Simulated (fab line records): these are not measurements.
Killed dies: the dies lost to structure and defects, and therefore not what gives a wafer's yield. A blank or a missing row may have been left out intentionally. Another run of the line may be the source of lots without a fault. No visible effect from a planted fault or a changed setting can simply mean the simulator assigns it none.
Check for tools in common -- flow nandHarc -- 2 lots and 6 wafers in the sample

REASON IT WAS OPENED
Flagged at NHARC_END_SORT_01: reading killedAtPeriphery, on 2 of 2 lots. No-fault wafers: 3.8, standard deviation 2.2.
Rule: a lot gets a flag if all its wafers with a number sit over 4 standard deviations from that mean, or if no wafer of it has a number. The rest of the lots are taken to be sound.

lot,measured,on,"killedAtPeriphery, wafer by wafer",flag
L814,day 28 00:18,prober-02,618 621 613,FLAGGED
L815,day 28 01:10,prober-01,617 608 623,FLAGGED
The numbers of the flagged lots are 616.7 on average: +612.9 against the usual, or +99 or more standard deviations.

WHICH TOOL RAN EACH LOT
The record holds 3 process steps before the reading, out of a route of 1302 steps. Each cell gives the tool, then ch followed by the chambers the sampled wafers passed through, then the start.
lot,flag,NHARC_P_ZERO_WELL_DESCUM_54,NHARC_P_ZERO_WELL_RTA_42,NHARC_P_STI_CMP_21
L814,FLAGGED,"rieDiel-04 ch 0,1,3, day 5 19:50","rtpAnneal-01 ch 0, day 5 20:50","cmp-01 ch 1,2,3, day 7 10:50"
L815,FLAGGED,"rieDiel-12 ch 0,2, day 6 05:59","rtpAnneal-02 ch 0, day 6 07:04","cmp-04 ch 0,1, day 7 17:36"
These steps, and what they do:
- NHARC_P_ZERO_WELL_DESCUM_54: chemistry O2, time 3 s.
- NHARC_P_ZERO_WELL_RTA_42: time 300 s.
- NHARC_P_STI_CMP_21: polishes, t overpolish 20 s, target thk 380.67 nm.
- NHARC_END_SORT_01

FLAGGED AGAINST TOTAL, ONE TOOL AT A TIME (gauges that did the reading follow at the end)
step,tool,lots run,flagged,share of the flagged lots,sound lots run after its first flagged lot
NHARC_P_ZERO_WELL_DESCUM_54,rieDiel-04,1,1,some,0
NHARC_P_ZERO_WELL_DESCUM_54,rieDiel-12,1,1,some,0
NHARC_P_ZERO_WELL_RTA_42,rtpAnneal-01,1,1,some,0
NHARC_P_ZERO_WELL_RTA_42,rtpAnneal-02,1,1,some,0
NHARC_P_STI_CMP_21,cmp-01,1,1,some,0
NHARC_P_STI_CMP_21,cmp-04,1,1,some,0
NHARC_END_SORT_01,prober-01,1,1,some,0
NHARC_END_SORT_01,prober-02,1,1,some,0

WHAT THE TABLE ALLOWS
No row of the table ran every flagged lot.

WHAT THE SIMULATOR HAD INSERTED
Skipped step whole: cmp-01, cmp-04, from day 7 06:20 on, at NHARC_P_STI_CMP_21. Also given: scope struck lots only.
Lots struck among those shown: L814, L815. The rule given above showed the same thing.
